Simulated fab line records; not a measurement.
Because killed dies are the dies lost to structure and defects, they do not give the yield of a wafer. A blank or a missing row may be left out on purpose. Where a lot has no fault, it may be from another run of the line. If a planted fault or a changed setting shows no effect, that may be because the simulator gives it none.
3 desks, one fault | flow n5_finfet | numbers are kept per desk, each desk with only its own; the story behind them comes last

## THE METROLOGY DESK
What the gauges read for every lot (on any tool): the sampled wafers with a number, averaged. A lot is out of limits, marked OUT, if its mean lies more than 4 standard deviations from the usual mean; the brackets give that distance.
Columns: A = cd_nm at N5_BEOL_M6_CD_MEAS_11, usual 38.1 nm; B = M6_OVL at N5_BEOL_M6_OVL_MEAS_12, usual 0.1 nm
lot  | first seen here | A    | B
L980 | day 8 23:29     | 38.9 | 0.1
L986 | day 10 16:25    | 38.5 | 1.9
L987 | day 10 20:44    | 37.9 | 0.1
L989 | day 11 12:23    | 38.0 | -0.1
L991 | day 12 05:58    | 38.2 | 0.9
L993 | day 12 15:02    | 37.5 | -1.1
L998 | day 13 19:10    | 37.8 | 0.5
This desk found nothing out of limits on any of the 7 lots.

## THE DEFECT DESK
What the inspections along the route counted, lot by lot: means of the sampled wafers that have a number. A lot is out of limits, marked OUT, if its mean lies more than 4 standard deviations from the usual mean; the brackets give that distance.
Columns: A = raw_defect_count at N5_BEOL_M6_INSPECT_13, usual 391
lot  | first seen here | A
L980 | day 8 23:32     | 444
L986 | day 10 16:28    | 341
L987 | day 10 20:48    | 504
L989 | day 11 12:26    | 412
L991 | day 12 06:01    | 361
L993 | day 12 15:05    | 588
L998 | day 13 19:13    | 515
This desk found nothing out of limits on any of the 7 lots.

## TOOL OWNER'S DESK, rie_diel-01
The tool's own readings at N5_BEOL_M6_ETCH_62 (etches SOC in N2/H2, target depth 110 nm, overetch 22 nm, time 165 s): means of the sampled wafers that have a number, for each lot that ran on this tool. A lot is out of limits, marked OUT, if its mean lies more than 4 standard deviations from the usual mean; the brackets give that distance.
Columns: A = drypump_motor_current_A at N5_BEOL_M6_ETCH_62, usual 5.5 A; B = oes_product_au at N5_BEOL_M6_ETCH_62, usual 0.68 a.u.; C = rf_vpp_V at N5_BEOL_M6_ETCH_62, usual 523.8 V; D = showerhead_plenum_p_Torr at N5_BEOL_M6_ETCH_62, usual 2.54 Torr; E = throttle_valve_pct at N5_BEOL_M6_ETCH_62, usual 17.76 %
lot  | first seen here | A   | B    | C     | D    | E
L980 | day 8 23:40     | 5.5 | 0.64 | 524.5 | 2.58 | 17.82
L987 | day 10 20:58    | 5.7 | 0.71 | 523.0 | 2.50 | 17.58
L989 | day 11 12:34    | 5.6 | 0.68 | 523.6 | 2.49 | 17.75
L993 | day 12 15:13    | 5.6 | 0.68 | 522.4 | 2.49 | 17.76
This desk found nothing out of limits on any of the 4 lots.

## PUT TOGETHER
Metrology desk: nothing out of limits seen.
The defect desk saw nothing out of limits.
The desk of the tool owner found nothing out of limits.

## WHAT WAS PUT IN BY THE SIMULATOR
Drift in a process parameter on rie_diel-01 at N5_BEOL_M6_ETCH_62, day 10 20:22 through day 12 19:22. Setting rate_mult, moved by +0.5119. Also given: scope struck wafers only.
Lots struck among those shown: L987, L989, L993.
